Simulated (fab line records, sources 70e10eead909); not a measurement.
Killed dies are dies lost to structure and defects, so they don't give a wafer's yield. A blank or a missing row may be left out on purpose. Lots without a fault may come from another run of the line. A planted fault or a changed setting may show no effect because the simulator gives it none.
fab line records | flow nand_harc
record lots=13 wafers=39 last_day=33
route steps=1302 shown A_M0@1160 THIN_TSV@1265 END@1302
lots that met no fault: from a run of the same line without faults
start_h: hours from the record's first day to the start of the lot's first wafer shown | wait_h: hours since the lot's step before | " the same as in the row above | L1.1+2: a row that stands for several wafers | - no value, or no start given | * or withheld: withheld | < > ~ a bound
route shown NAME@n: a module of which the file shows steps, and the number in the route of the first | usual: mean/standard deviation of fault-free wafers | same: alike in all rows | chamber/n: place in a boat | sites: the reading at each site | _std_site: their standard deviation | _edge_site: outer sites' mean less inner sites' | radius_mm: how far each site lies from the wafer's centre | mask NAME#n: copy n | behind: the tool/chamber that last shaped the wafer | hold: why the lot was held/for how many hours/how that ended | device: the transistor (n, p or np) that didn't switch | end of line: the same wafers' tests at the end of the route | a step without rows: its recipe alone | killed: dies lost to structure and defects at the first sort, not the wafer's yield | map: a wafer's dies, x killed, . not, _ none there
set.NAME: the setting as run; set.NAME@STEP: as run at that earlier step | model.NAME: the simulator's own value behind a step, which no gauge read
steps of the route over a sample of lots; a table a step, a row a wafer
services: from which hour (start_h, from the record's first day; less than 0 if before it) a tool's chamber was out of use, for how many hours, and why
## steps
# step NHARC_A_M0_ECD_22
# recipe target_thk_a=4000 bath_temp_c=25 material=Cu
# columns lot.wafer tool chamber start_h wait_h
L597.1+5+6 ecd_cu-02 0,0,1 526.29 -
L598.1+3+4 ecd_cu-02 0,1,0 538.00 -
L600.1+2+6 ecd_cu-02 0,1,0 543.63 -
L599.1+3+5 ecd_cu-01 1,0,0 550.41 -
L604.3+4+5 ecd_cu-01 0,1,1 601.08 -
L606.1+4+5 ecd_cu-01 1,0,1 637.65 -
L614.2+3+5 ecd_cu-02 1,0,1 668.34 -
L615.3+6+5 ecd_cu-02 1,1,0 693.86 -
L616.1+6+5 ecd_cu-02 1,1,0 723.75 -
L617.2+4+6 ecd_cu-02 0,0,1 732.49 -
L619.2+3+5 ecd_cu-01 0,0,1 737.60 -
L618.3+6+5 ecd_cu-01 1,1,0 739.05 -
L620.2+3+5 ecd_cu-01 1,0,0 742.36 -
# step NHARC_THIN_TSV_STRIP_45
# recipe power_w=1500 temp_c=250 chemistry=O2
# usual drypump_motor_current_A=5.5/0.37 heater_power_w=320/13
# columns lot.wafer tool chamber start_h wait_h drypump_motor_current_A heater_power_w rf_hours_counter_h
L597.1 plasma_asher-01 0 553.37 0.1 6.1 335 29
L597.6 " 0 " " 6.1 331 -
L597.5 " 1 " " 5.4 320 -
L598.1 plasma_asher-01 1 561.27 0.1 5.4 317 31
L598.4 " 0 " " 6.2 322 -
L598.3 " 1 " " 5.4 317 -
L600.1 plasma_asher-02 1 569.21 0.1 5.1 315 26
L600.2 " 0 " " 5.5 336 26
L600.6 " 1 " " 5.1 303 -
L599.1 plasma_asher-01 0 574.33 0.1 6.1 333 33
L599.3 " 0 " " 6.1 331 -
L599.5 " 0 " " 6.1 320 -
L604.3 plasma_asher-02 0 622.96 0.2 5.5 325 -
L604.4 " 1 " " 5.1 304 -
L604.5 " 0 " " 5.5 323 -
L606.1 plasma_asher-01 0 660.07 0.1 6.1 332 12
L606.4 " 1 " " 5.4 323 -
L606.5 " 1 " " 5.4 328 -
L614.2 plasma_asher-02 1 693.10 0.1 5.1 304 16
L614.3 " 1 " " 5.1 302 -
L614.5 " 1 " " 5.1 298 -
L615.3 plasma_asher-01 1 717.32 0.2 5.4 328 -
L615.5 " 1 " " 5.4 321 -
L615.6 " 0 " " 6.1 343 -
L616.1 plasma_asher-02 1 747.81 0.1 5.1 304 26
L616.6 " 1 " " 5.1 295 -
L616.5 " 0 " " 5.5 324 -
L617.2 plasma_asher-01 0 758.28 0.1 6.1 338 32
L617.4 " 1 " " 5.4 323 -
L617.6 " 0 " " 6.1 331 -
L619.2 plasma_asher-01 1 759.76 0.1 5.4 328 33
L619.3 " 1 " " 5.4 325 -
L619.5 " 0 " " 6.1 334 -
L618.3 plasma_asher-01 0 763.18 0.2 6.1 337 -
L618.6 " 1 " " 5.4 317 -
L618.5 " 0 " " 6.1 336 -
L620.2 plasma_asher-01 0 764.41 0.1 6.2 328 34
L620.3 " 1 " " 5.4 325 -
L620.5 " 1 " " 5.4 314 -
# step NHARC_THIN_TSV_DEGAS_49
# recipe temp_c=300 time_s=120
# usual heater_power_w=455/51
# columns lot.wafer tool chamber start_h wait_h heater_power_w
L597.1 pvd_sputter-01 - 555.38 0.1 460
L597.5 " - " " 467
L597.6 " - " " 404
L598.1 pvd_sputter-01 - 562.97 0.1 425
L598.4 " - " " 432
L598.3 " - " " 472
L600.2 pvd_sputter-01 - 570.95 0.1 430
L600.1 " - " " 371
L600.6 " - " " 470
L599.1 pvd_sputter-02 - 576.05 0.1 512
L599.3 " - " " 511
L599.5 " - " " 502
L604.3 pvd_sputter-03 - 624.60 0.1 501
L604.4 " - " " 465
L604.5 " - " " 503
L606.1 pvd_sputter-02 - 661.82 0.1 497
L606.4 " - " " 514
L606.5 " - " " 512
L614.2 pvd_sputter-01 - 694.93 0.2 418
L614.3 " - " " 347
L614.5 " - " " 420
L615.3 pvd_sputter-01 - 718.96 0.1 345
L615.6 " - " " 417
L615.5 " - " " 353
L616.1 pvd_sputter-02 - 749.55 0.2 525
L616.5 " - " " 512
L616.6 " - " " 520
L617.4 pvd_sputter-01 - 760.09 0.1 424
L617.2 " - " " 437
L617.6 " - " " 344
L619.3 pvd_sputter-02 - 761.45 0.1 466
L619.2 " - " " 434
L619.5 " - " " 527
L618.3 pvd_sputter-03 - 764.79 0.1 495
L618.6 " - " " 518
L618.5 " - " " 486
L620.2 pvd_sputter-02 - 766.16 0.2 479
L620.3 " - " " 502
L620.5 " - " " 501
# step NHARC_THIN_TSV_ANNEAL_52
# recipe temp_c=225 time_s=90
# usual wafer_temp_C_max=225.8/0.39
# columns lot.wafer tool chamber start_h wait_h wafer_temp_C_max
L597.1 rtp_anneal-01 0 556.58 0.6 225.3
L597.5 " 0 " " 225.2
L597.6 " 0 " " 225.0
L598.1 rtp_anneal-01 0 564.19 0.6 225.4
L598.3 " 0 " " 225.5
L598.4 " 0 " " 225.3
L600.1 rtp_anneal-01 0 572.14 0.6 225.4
L600.2 " 0 " " 225.4
L600.6 " 0 " " 225.1
L599.1 rtp_anneal-01 0 577.27 0.7 225.5
L599.3 " 0 " " 225.4
L599.5 " 0 " " 225.6
L604.3 rtp_anneal-02 0 625.89 0.5 226.1
L604.4 " 0 " " 226.1
L604.5 " 0 " " 226.3
L606.1 rtp_anneal-02 0 663.03 0.6 226.3
L606.4 " 0 " " 226.2
L606.5 " 0 " " 226.1
L614.2 rtp_anneal-02 0 696.14 0.7 226.1
L614.3 " 0 " " 225.7
L614.5 " 0 " " 226.2
L615.3 rtp_anneal-01 0 720.25 0.5 225.8
L615.5 " 0 " " 225.5
L615.6 " 0 " " 225.2
L616.1 rtp_anneal-01 0 751.04 0.9 225.4
L616.5 " 0 " " 225.5
L616.6 " 0 " " 225.6
L617.2 rtp_anneal-01 0 761.32 0.6 225.5
L617.4 " 0 " " 225.6
L617.6 " 0 " " 225.8
L619.2 rtp_anneal-01 0 762.67 0.6 225.7
L619.3 " 0 " " 225.4
L619.5 " 0 " " 225.3
L618.3 rtp_anneal-02 0 766.25 0.6 225.6
L618.5 " 0 " " 226.4
L618.6 " 0 " " 225.9
L620.2 rtp_anneal-02 0 767.39 0.7 226.1
L620.3 " 0 " " 226.0
L620.5 " 0 " " 226.2
# step NHARC_END_SORT_01
# recipe temp_c=25
# usual defect_limited_yield=91.6/2.6 killed_at_array=51/17 killed_at_other=1.6/2.1 killed_at_periphery=4/3.2 killed_dies=57/18 killed_open=2.9/1.7 killed_short=2.3/1.3 sort_bin_2_pct=3.0/1.2 sort_bin_3_pct=0.7/0.43 sort_bin_4_pct=4.7/1.4 sort_n_pass=620/18 sort_rim_yield_pct=87/4.8 sort_yield_pct=91.6/2.6
# same gross_dies=677 sort_bin_5_pct[%]=0 sort_bin_6_pct[%]=0 sort_bin_7_pct[%]=0 sort_bin_8_pct[%]=0 sort_rim_n_gross=106.00
# columns lot.wafer tool chamber start_h wait_h defect_limited_yield[%] killed_at_array killed_at_other killed_at_periphery killed_dies killed_open killed_short sort_bin_2_pct[%] sort_bin_3_pct[%] sort_bin_4_pct[%] sort_n_pass sort_rim_yield_pct[%] sort_yield_pct[%]
L604.3 prober-02 0 639.92 3.1 92.3 47 0 5 52 2 4 2.7 0.7 4.3 625 92 92.3
L604.4 prober-02 0 640.73 3.4 65.9 228 2 1 231 1 2 10.9 1.8 21.4 446 64 65.9
L604.5 prober-02 0 641.54 3.7 63.2 247 0 2 249 3 0 11.7 2.4 22.7 428 68 63.2
L606.1 prober-02 0 675.81 2.5 62.3 241 2 12 255 3 3 10.6 3.2 23.8 422 58 62.3
L606.4 prober-02 0 678.19 3.4 90.0 55 0 13 68 2 3 3.5 0.1 6.4 609 85 90.0
L606.5 prober-02 0 678.98 3.7 60.4 254 4 10 268 3 2 12.4 2.7 24.5 409 65 60.4
L617.2 prober-02 0 773.33 2.8 90.4 53 10 2 65 6 4 4.1 0.9 4.6 612 82 90.4
L617.4 prober-02 0 774.93 3.4 91.7 53 2 1 56 4 1 3.1 0.7 4.4 621 84 91.7
L617.6 prober-02 0 776.53 4.0 92.3 42 8 2 52 4 1 3.2 0.4 4.0 625 92 92.3
L618.3 prober-02 0 781.95 3.1 92.9 36 0 12 48 2 3 1.9 0.3 4.9 629 91 92.9
L618.5 prober-02 0 783.56 3.7 93.9 32 0 9 41 3 1 1.0 0.3 4.7 636 92 93.9
L618.6 prober-02 0 784.36 4.0 93.8 35 0 7 42 0 1 1.8 0.3 4.1 635 95 93.8
# killed by level:class
L604.3 A_CHANNEL_HOLE_D2:chamber_film_flake=28 A_STAIRCASE:chamber_film_flake=4 A_CHANNEL_HOLE_D1:chamber_film_flake=3 P_CONTACT:chamber_film_flake=2 P_BONDPAD:chamber_film_flake=2 A_CHANNEL_FILL_D1:chamber_film_flake=2 A_DECK1_JOINT:chamber_film_flake=2 P_CONTACT:geometric_particle:open=1
L604.4 A_M0:unspecified=192 A_CHANNEL_HOLE_D2:chamber_film_flake=25 A_CHANNEL_HOLE_D1:chamber_film_flake=3 A_CHANNEL_FILL_D1:chamber_film_flake=2 A_STAIRCASE:chamber_film_flake=2 THIN_TSV:chamber_film_flake=2 A_DECK1_JOINT:geometric_particle:short=1 A_WL_FILL:geometric_particle:short=1
L604.5 A_M0:unspecified=210 A_CHANNEL_HOLE_D2:chamber_film_flake=24 A_CHANNEL_HOLE_D1:chamber_film_flake=3 A_STAIRCASE:chamber_film_flake=3 A_CONTACT:chamber_film_flake=3 P_CONTACT:geometric_particle:open=1 A_ONON_D1:geometric_particle:open=1 A_CHANNEL_HOLE_D1:geometric_particle:open=1
L606.1 A_M0:unspecified=189 A_CHANNEL_HOLE_D1:chamber_film_flake=26 A_CHANNEL_HOLE_D2:chamber_film_flake=9 P_M1:chamber_film_flake=5 P_CONTACT:chamber_film_flake=4 A_STAIRCASE:chamber_film_flake=4 A_CONTACT:chamber_film_flake=4 A_WL_FILL:chamber_film_flake=3
L606.4 A_CHANNEL_HOLE_D1:chamber_film_flake=27 A_CHANNEL_HOLE_D2:chamber_film_flake=11 A_STAIRCASE:chamber_film_flake=8 P_M1:chamber_film_flake=5 P_CONTACT:chamber_film_flake=4 A_CHANNEL_FILL_D1:chamber_film_flake=2 A_WL_FILL:chamber_film_flake=2 P_CONTACT:geometric_particle:open=1
L606.5 A_M0:unspecified=203 A_CHANNEL_HOLE_D1:chamber_film_flake=22 A_STAIRCASE:chamber_film_flake=9 A_CHANNEL_HOLE_D2:chamber_film_flake=8 A_CONTACT:chamber_film_flake=6 P_CONTACT:chamber_film_flake=4 THIN_TSV:chamber_film_flake=4 P_M1:chamber_film_flake=3
L617.2 A_CHANNEL_HOLE_D2:chamber_film_flake=17 A_SLIT:chamber_film_flake=12 A_CHANNEL_HOLE_D1:chamber_film_flake=11 THIN_TSV:chamber_film_flake=9 A_CONTACT:chamber_film_flake=3 A_STAIRCASE:chamber_film_flake=2 P_CONTACT:geometric_particle:open=1 P_M0:geometric_particle:open=1
L617.4 A_SLIT:chamber_film_flake=19 A_CHANNEL_HOLE_D2:chamber_film_flake=12 A_CONTACT:chamber_film_flake=9 A_CHANNEL_HOLE_D1:chamber_film_flake=7 THIN_TSV:chamber_film_flake=2 P_M0:geometric_particle:open=1 A_CHANNEL_FILL_D2:geometric_particle:short=1 A_WL_FILL:geometric_particle:open=1
L617.6 A_SLIT:chamber_film_flake=15 A_CHANNEL_HOLE_D2:chamber_film_flake=8 A_CONTACT:chamber_film_flake=8 THIN_TSV:chamber_film_flake=8 A_CHANNEL_HOLE_D1:chamber_film_flake=6 P_M0:geometric_particle:open=1 P_M2:geometric_particle:open=1 A_DECK1_JOINT:geometric_particle:open=1
L618.3 A_CHANNEL_HOLE_D1:chamber_film_flake=10 A_CONTACT:chamber_film_flake=7 P_GATE:chamber_film_flake=7 A_STAIRCASE:chamber_film_flake=7 A_SLIT:chamber_film_flake=6 P_CONTACT:chamber_film_flake=2 A_ONON_D2:geometric_particle:open=2 A_M1:chamber_film_flake=2
L618.5 A_CHANNEL_HOLE_D1:chamber_film_flake=11 P_GATE:chamber_film_flake=7 A_STAIRCASE:chamber_film_flake=5 A_CONTACT:chamber_film_flake=4 A_SLIT:chamber_film_flake=3 A_CHANNEL_HOLE_D2:chamber_film_flake=3 A_WL_FILL:chamber_film_flake=2 P_M1:geometric_particle:open=1
L618.6 A_CHANNEL_HOLE_D1:chamber_film_flake=12 A_SLIT:chamber_film_flake=7 A_CONTACT:chamber_film_flake=6 P_GATE:chamber_film_flake=4 A_STAIRCASE:chamber_film_flake=4 P_CONTACT:chamber_film_flake=3 A_WL_FILL:chamber_film_flake=3 A_SOURCE_PLATE:geometric_particle:short=1
## services
# columns tool chamber start_h hours kind
ecd_cu-01 - 515.47 8.0 pm
pvd_sputter-01 - 523.24 3.0 repair
pvd_sputter-03 - 533.59 10.0 pm
pvd_sputter-02 - 556.01 3.3 repair
pvd_sputter-01 - 583.27 10.0 pm
plasma_asher-01 - 591.68 9.0 pm
plasma_asher-01 0 591.68 9.0 vent_cycle
plasma_asher-01 1 591.68 9.0 vent_cycle
ecd_cu-02 - 596.26 8.0 pm
plasma_asher-01 0 600.68 - clean
plasma_asher-01 1 600.68 - clean
plasma_asher-02 - 603.00 9.0 pm
ecd_cu-01 - 609.85 0.3 repair
pvd_sputter-02 - 638.00 10.0 pm
ecd_cu-01 - 649.14 1.8 repair
ecd_cu-01 - 677.66 3.2 repair
ecd_cu-02 - 689.89 0.8 repair
ecd_cu-01 - 691.47 8.0 pm
pvd_sputter-03 - 711.59 10.0 pm
ecd_cu-01 - 726.10 0.3 repair
ecd_cu-02 - 738.69 1.3 repair
rtp_anneal-02 - 744.00 12.0 pm
pvd_sputter-03 - 745.91 6.2 repair
pvd_sputter-01 - 761.27 10.0 pm
## key
first_sign step=NHARC_END_SORT_01 reading=killed_at_array direction=up sigmas=11 usual=51 struck=242
effect step=NHARC_END_SORT_01 reading=killed_dies direction=up sigmas=11 usual=57 struck=251
more_kills_born_at NHARC_A_M0_ECD_22@ecd_cu-01=794
met_at NHARC_A_M0_ECD_22
struck_lots L604,L606
struck_wafers L604.4,L604.5,L606.1,L606.5
not_acting_at NHARC_THIN_TSV_STRIP_45,NHARC_THIN_TSV_DEGAS_49,NHARC_THIN_TSV_ANNEAL_52
onset_between 550.41 601.08
fault kind=chamber_particle_source tool=ecd_cu-01 chamber=1 onset_h=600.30 steps=NHARC_A_M0_ECD_22 rate_per_visit_cm2=0.38401 end_h=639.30
